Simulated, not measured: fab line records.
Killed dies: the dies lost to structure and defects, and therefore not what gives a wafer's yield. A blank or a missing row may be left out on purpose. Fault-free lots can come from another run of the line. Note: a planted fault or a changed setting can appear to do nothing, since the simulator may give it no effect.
Chamber matching :: flow nand-harc :: 3 sister chambers for NHARC_A_STAIRCASE_DEP_417 on pecvd-03
The step deposits Si3N4, target thk 60 nm. 22 wafers are shown with their chamber, then 11 later ones without.

== WAFERS WITH THEIR CHAMBER ==
wafer: L075.2
chamber: 0
heater-power-w (W): 618

wafer: L075.4
chamber: 2
heater-power-w (W): 632

wafer: L075.6
chamber: 0
heater-power-w (W): 653

wafer: L082.1
chamber: 0
heater-power-w (W): 623

wafer: L082.3
chamber: 1
heater-power-w (W): 673

wafer: L082.6
chamber: 1
heater-power-w (W): 678

wafer: L086.2
chamber: 0
heater-power-w (W): 567

wafer: L086.4
chamber: 2
heater-power-w (W): 704

wafer: L086.5
chamber: 1
heater-power-w (W): 638

wafer: L085.1
chamber: 1
heater-power-w (W): 614

wafer: L085.3
chamber: 2
heater-power-w (W): 700

wafer: L085.5
chamber: 1
heater-power-w (W): 630

wafer: L089.1
chamber: 2
heater-power-w (W): 724

wafer: L089.5
chamber: 2
heater-power-w (W): 584

wafer: L089.6
chamber: 1
heater-power-w (W): 671

wafer: L091.3
chamber: 2
heater-power-w (W): 730

wafer: L091.5
chamber: 0
heater-power-w (W): 597

wafer: L091.6
chamber: 1
heater-power-w (W): 673

wafer: L093.2
chamber: 1
heater-power-w (W): 633

wafer: L093.4
chamber: 2
heater-power-w (W): 715

wafer: L093.6
chamber: 0
heater-power-w (W): 619

wafer: L094.1
chamber: 2
heater-power-w (W): 721

SIGNATURES, as means of the wafers listed above
reading: heater-power-w
chamber 0: 612.83
chamber 1: 651.25
chamber 2: 688.75
scatter within a chamber: 38.2
Rule: distance of a wafer from a chamber = root of the sum over the readings of ((wafer's reading minus chamber's mean) / reading's scatter) squared. If the next closest chamber is less than 2 further off than the closest, the wafer can't be placed; otherwise it belongs to the closest. The scatter: take each reading less its chamber's mean, square it, sum over the shown wafers, divide by the number of wafers less the number of chambers, and take the root.

== WAFERS MISSING THEIR CHAMBER ==
wafer: L094.2
heater-power-w (W): 691

wafer: L094.5
heater-power-w (W): 556

wafer: L096.1
heater-power-w (W): 717

wafer: L096.3
heater-power-w (W): 688

wafer: L096.5
heater-power-w (W): 641

wafer: L095.2
heater-power-w (W): 641

wafer: L095.4
heater-power-w (W): 633

wafer: L095.6
heater-power-w (W): 631

wafer: L097.1
heater-power-w (W): 639

wafer: L097.2
heater-power-w (W): 604

wafer: L097.3
heater-power-w (W): 674

== WHICH CHAMBER EACH ONE RAN IN ==
wafer: L094.2
from the rows above: can't be placed: 2 or 1 or 0
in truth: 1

wafer: L094.5
from the rows above: can't be placed: 0 or 1 or 2
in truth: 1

wafer: L096.1
from the rows above: can't be placed: 2 or 1 or 0
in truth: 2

wafer: L096.3
from the rows above: can't be placed: 2 or 1 or 0
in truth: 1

wafer: L096.5
from the rows above: can't be placed: 1 or 0 or 2
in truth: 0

wafer: L095.2
from the rows above: can't be placed: 1 or 0 or 2
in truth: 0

wafer: L095.4
from the rows above: can't be placed: 1 or 0 or 2
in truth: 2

wafer: L095.6
from the rows above: can't be placed: 0 or 1 or 2
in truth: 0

wafer: L097.1
from the rows above: can't be placed: 1 or 0 or 2
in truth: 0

wafer: L097.2
from the rows above: can't be placed: 0 or 1 or 2
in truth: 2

wafer: L097.3
from the rows above: can't be placed: 2 or 1 or 0
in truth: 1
0 of 11 placed correctly. These rows do not allow placing 11 (true chamber among the candidates in 11). Number placed wrongly: 0.
